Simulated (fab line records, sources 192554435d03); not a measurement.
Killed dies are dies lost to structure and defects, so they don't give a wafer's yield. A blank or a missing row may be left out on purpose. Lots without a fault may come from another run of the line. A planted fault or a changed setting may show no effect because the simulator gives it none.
fab line records | flow n5_finfet | part 2 of 2: steps 21 to 30 of 30
record lots=5 wafers=15 last_day=18
route steps=1938 shown BEOL_M6@1196
lots that met no fault: from a run of the same line without faults
start_h: hours from the record's first day to the start of the lot's first wafer shown | wait_h: hours since the lot's step before | " the same as in the row above | L1.1+2: a row that stands for several wafers | - no value, or no start given | * or withheld: withheld | < > ~ a bound
route shown NAME@n: a module of which the file shows steps, and the number in the route of the first | usual: mean/standard deviation of fault-free wafers | same: alike in all rows | chamber/n: place in a boat | sites: the reading at each site | _std_site: their standard deviation | _edge_site: outer sites' mean less inner sites' | radius_mm: how far each site lies from the wafer's centre | mask NAME#n: copy n | behind: the tool/chamber that last shaped the wafer | hold: why the lot was held/for how many hours/how that ended | device: the transistor (n, p or np) that didn't switch | end of line: the same wafers' tests at the end of the route | a step without rows: its recipe alone | killed: dies lost to structure and defects at the first sort, not the wafer's yield | map: a wafer's dies, x killed, . not, _ none there
set.NAME: the setting as run; set.NAME@STEP: as run at that earlier step | model.NAME: the simulator's own value behind a step, which no gauge read
lots at some steps of the route; a table a step, a row a wafer
services: from which hour (start_h, from the record's first day; less than 0 if before it) a tool's chamber was out of use, for how many hours, and why
## steps
# step N5_BEOL_M6_STRIP_19
# recipe chemistry=O2 power_w=400 temp_c=40 pressure_mtorr=30 rf_frequency_hz=6e+07 bias_power_w=0 overash_fraction=0.2 o2_flow_sccm=225
# usual drypump_motor_current_A=5.8/0.44 oes_product_au=0.84/0.096 rf_vpp_V=3.7/0.54 showerhead_plenum_p_Torr=2.12/0.063 throttle_valve_pct=16.55/0.21
# same overash_fraction=0.2
# columns lot.wafer tool chamber start_h wait_h drypump_motor_current_A oes_product_au rf_hours_counter_h rf_vpp_V showerhead_plenum_p_Torr throttle_valve_pct
L074.1 rie_diel-06 0 178.62 0.1 5.4 0.69 211 3.9 1.99 16.80
L074.2 " 3 " " 5.7 0.90 22 4.0 2.12 16.25
L074.5 " 0 " " 5.3 0.68 - 3.6 1.99 16.81
L078.2 rie_diel-04 0 250.38 0.1 5.3 0.89 15 3.7 2.15 16.59
L078.3 " 3 " " 5.3 0.71 256 3.6 2.06 16.99
L078.6 " 0 " " 5.3 0.88 - 3.9 2.16 16.63
L083.1 rie_diel-04 1 256.62 0.1 5.4 1.00 1 2.4 2.15 16.43
L083.2 " 2 " " 5.9 0.79 137 3.6 2.20 16.84
L083.3 " 0 " " 5.3 0.89 19 3.3 2.15 16.60
L084.1 rie_diel-04 2 260.59 0.2 5.8 0.79 140 2.7 2.20 16.83
L084.3 " 1 " " 5.4 1.00 4 2.9 2.15 16.43
L084.5 " 0 " " 5.3 0.88 - 3.2 2.15 16.64
L094.1 rie_diel-06 1 333.35 0.1 6.6 0.87 51 3.2 2.13 16.32
L094.4 " 3 " " 5.7 0.82 73 3.8 2.11 16.34
L094.6 " 2 " " 6.4 0.84 - 3.4 2.14 16.60
# step N5_BEOL_M6_CD_MEAS_18
# recipe pitch_nm=80 target_cd_nm=40
# usual cd_nm=40.3/0.66
# columns lot.wafer tool chamber start_h wait_h cd_nm
L074.1 cd_sem-03 - 178.69 0.0 39.8
L074.2 " - " " 39.6
L074.5 " - " " 39.6
L078.2 cd_sem-01 - 250.45 0.1 40.5
L078.3 " - " " 39.7
L078.6 " - " " 39.6
L083.1 cd_sem-02 - 256.69 0.0 39.7
L083.2 " - " " 39.9
L083.3 " - " " 40.7
L084.1 cd_sem-03 - 260.66 0.1 40.9
L084.3 " - " " 40.6
L084.5 " - " " 40.3
L094.1 cd_sem-03 - 333.42 0.0 39.9
L094.4 " - " " 40.6
L094.6 " - " " 40.2
# step N5_BEOL_M6_COAT_63
# recipe resist=SOC temp_c=250 time_s=60 spin_rpm=1500 resist_thk_nm=60
# usual resist_line_temp_C=23.03/0.096
# same time_s=60
# columns lot.wafer tool chamber start_h wait_h resist_line_temp_C
L074.1 litho_track-03 0 178.88 0.2 23.10
L074.2 " 0 " " 22.99
L074.5 " 0 " " 23.11
L078.2 litho_track-03 0 253.90 3.5 23.21
L078.3 " 0 " " 23.16
L078.6 " 0 " " 23.22
L083.1 litho_track-03 0 258.30 1.6 22.93
L083.2 " 0 " " 22.96
L083.3 " 0 " " 23.10
L084.1 litho_track-05 0 261.67 1.0 23.12
L084.3 " 0 " " 23.06
L084.5 " 0 " " 23.03
L094.1 litho_track-05 0 334.17 0.7 23.09
L094.4 " 0 " " 23.01
L094.6 " 0 " " 23.03
# step N5_BEOL_M6_COAT_64
# recipe resist=SiARC temp_c=220 time_s=60 spin_rpm=1500 resist_thk_nm=12
# usual resist_line_temp_C=22.98/0.11
# same time_s=60
# columns lot.wafer tool chamber start_h wait_h resist_line_temp_C
L074.1 litho_track-03 0 - - 23.14
L074.2 " 0 " " 23.01
L074.5 " 0 " " 23.05
L078.2 litho_track-03 0 - - 22.80
L078.3 " 0 " " 22.95
L078.6 " 0 " " 22.96
L083.1 litho_track-03 0 - - 23.07
L083.2 " 0 " " 23.00
L083.3 " 0 " " 22.97
L084.1 litho_track-05 0 - - 23.04
L084.3 " 0 " " 22.98
L084.5 " 0 " " 22.94
L094.1 litho_track-05 0 - - 23.04
L094.4 " 0 " " 23.21
L094.6 " 0 " " 23.15
# step N5_BEOL_M6_COAT_71
# recipe resist=underlayer temp_c=205 time_s=60 spin_rpm=1500 resist_thk_nm=5
# usual resist_line_temp_C=23.00/0.1
# same time_s=60
# columns lot.wafer tool chamber start_h wait_h resist_line_temp_C
L074.1 litho_track-03 0 - - 22.94
L074.2 " 0 " " 23.01
L074.5 " 0 " " 22.96
L078.2 litho_track-03 0 - - 22.81
L078.3 " 0 " " 23.08
L078.6 " 0 " " 23.02
L083.1 litho_track-03 0 - - 23.04
L083.2 " 0 " " 23.06
L083.3 " 0 " " 22.99
L084.1 litho_track-05 0 - - 22.98
L084.3 " 0 " " 23.00
L084.5 " 0 " " 23.01
L094.1 litho_track-05 0 - - 23.01
L094.4 " 0 " " 23.03
L094.6 " 0 " " 22.97
# step N5_BEOL_M6_COAT_22
# recipe resist=CAR-EUV spin_rpm=1500 resist_thk_nm=30
# usual resist_line_temp_C=22.99/0.12
# columns lot.wafer tool chamber start_h wait_h resist_line_temp_C
L074.1 litho_track-03 0 - - 22.93
L074.2 " 0 " " 22.98
L074.5 " 0 " " 23.09
L078.2 litho_track-03 0 - - 22.98
L078.3 " 0 " " 22.93
L078.6 " 0 " " 22.95
L083.1 litho_track-03 0 - - 22.93
L083.2 " 0 " " 22.88
L083.3 " 0 " " 23.15
L084.1 litho_track-05 0 - - 22.94
L084.3 " 0 " " 22.90
L084.5 " 0 " " 22.99
L094.1 litho_track-05 0 - - 22.93
L094.4 " 0 " " 22.90
L094.6 " 0 " " 22.94
# step N5_BEOL_M6_EBR_24
# recipe solvent=PGMEA ebr_width_mm=1.5
# usual resist_line_temp_C=23.01/0.11
# columns lot.wafer tool chamber start_h wait_h resist_line_temp_C
L074.1 litho_track-03 0 - - 23.04
L074.2 " 0 " " 22.92
L074.5 " 0 " " 22.98
L078.2 litho_track-03 0 - - 22.98
L078.3 " 0 " " 23.01
L078.6 " 0 " " 22.87
L083.1 litho_track-03 0 - - 22.91
L083.2 " 0 " " 22.72
L083.3 " 0 " " 23.04
L084.1 litho_track-05 0 - - 22.91
L084.3 " 0 " " 22.94
L084.5 " 0 " " 22.89
L094.1 litho_track-05 0 - - 23.20
L094.4 " 0 " " 23.01
L094.6 " 0 " " 23.05
# step N5_BEOL_M6_SOFTBAKE_23
# recipe temp_c=110 time_s=60 resist=CAR-EUV
# usual resist_line_temp_C=22.99/0.12
# same time_s=60
# columns lot.wafer tool chamber start_h wait_h resist_line_temp_C
L074.1 litho_track-03 0 - - 22.77
L074.2 " 0 " " 22.91
L074.5 " 0 " " 22.91
L078.2 litho_track-03 0 - - 22.99
L078.3 " 0 " " 23.07
L078.6 " 0 " " 23.01
L083.1 litho_track-03 0 - - 22.99
L083.2 " 0 " " 22.83
L083.3 " 0 " " 23.14
L084.1 litho_track-05 0 - - 22.78
L084.3 " 0 " " 22.77
L084.5 " 0 " " 22.88
L094.1 litho_track-05 0 - - 22.92
L094.4 " 0 " " 22.96
L094.6 " 0 " " 22.93
# step N5_BEOL_M6_EXPOSE_25
# recipe mask_id=V5 na=0.33 source_shape=annular sigma_inner=0.4 sigma_outer=0.8 polarization=unpolarized target_cd_nm=40 dose_mj=45
# columns lot.wafer tool chamber start_h wait_h mask
L074.1+2+5 euv_scanner-01 0 179.14 - V5#0
L078.2+3+6 euv_scanner-01 0 254.05 - V5#0
L083.1+2+3 euv_scanner-01 0 258.43 - V5#0
L084.1+3+5 euv_scanner-02 0 261.97 - V5#0
L094.1+4+6 euv_scanner-02 0 334.47 - V5#0
# step N5_BEOL_M6_PEB_26
# recipe peb_temp_c=100 peb_time_s=60 resist=CAR-EUV
# usual resist_line_temp_C=23.03/0.093
# columns lot.wafer tool chamber start_h wait_h resist_line_temp_C
L074.1 litho_track-03 0 179.21 0.1 23.22
L074.2 " 0 " " 23.13
L074.5 " 0 " " 23.10
L078.2 litho_track-05 0 254.11 0.1 23.05
L078.3 " 0 " " 23.20
L078.6 " 0 " " 23.09
L083.1 litho_track-02 0 258.50 0.1 23.08
L083.2 " 0 " " 23.04
L083.3 " 0 " " 23.03
L084.1 litho_track-05 0 262.04 0.1 22.96
L084.3 " 0 " " 23.01
L084.5 " 0 " " 22.90
L094.1 litho_track-05 0 334.53 0.1 22.94
L094.4 " 0 " " 23.17
L094.6 " 0 " " 23.01
## services
# columns tool chamber start_h hours kind
euv_scanner-01 - 151.86 1.0 pm
rie_metal-01 - 158.39 2.1 repair
arfi_scanner-02 - 159.81 1.3 pm
rie_diel-05 0 167.07 5.0 repair
rie_diel-04 2 175.54 3.6 repair
rie_diel-05 1 183.42 12.0 repair
arfi_scanner-02 - 194.57 1.7 repair
rie_diel-05 - 205.16 0.7 repair
euv_scanner-01 - 206.23 0.2 repair
euv_scanner-01 - 208.01 1.0 pm
rie_diel-05 - 218.37 0.1 repair
euv_scanner-01 - 223.73 4.6 pm
arfi_scanner-02 - 225.28 4.9 pm
rie_diel-05 3 242.46 40.9 repair
rie_diel-04 1 252.29 3.0 repair
euv_scanner-01 - 264.16 1.0 pm
arfi_scanner-02 - 265.91 2.5 repair
rie_diel-06 2 275.94 2.5 repair
arfi_scanner-02 - 276.96 1.0 pm
arfi_scanner-02 - 285.31 1.3 pm
arfi_scanner-02 - 286.61 0.8 pm
rie_metal-01 0 320.04 4.9 repair
rie_metal-01 - 327.12 14.6 pm
arfi_scanner-02 - 327.54 3.9 pm
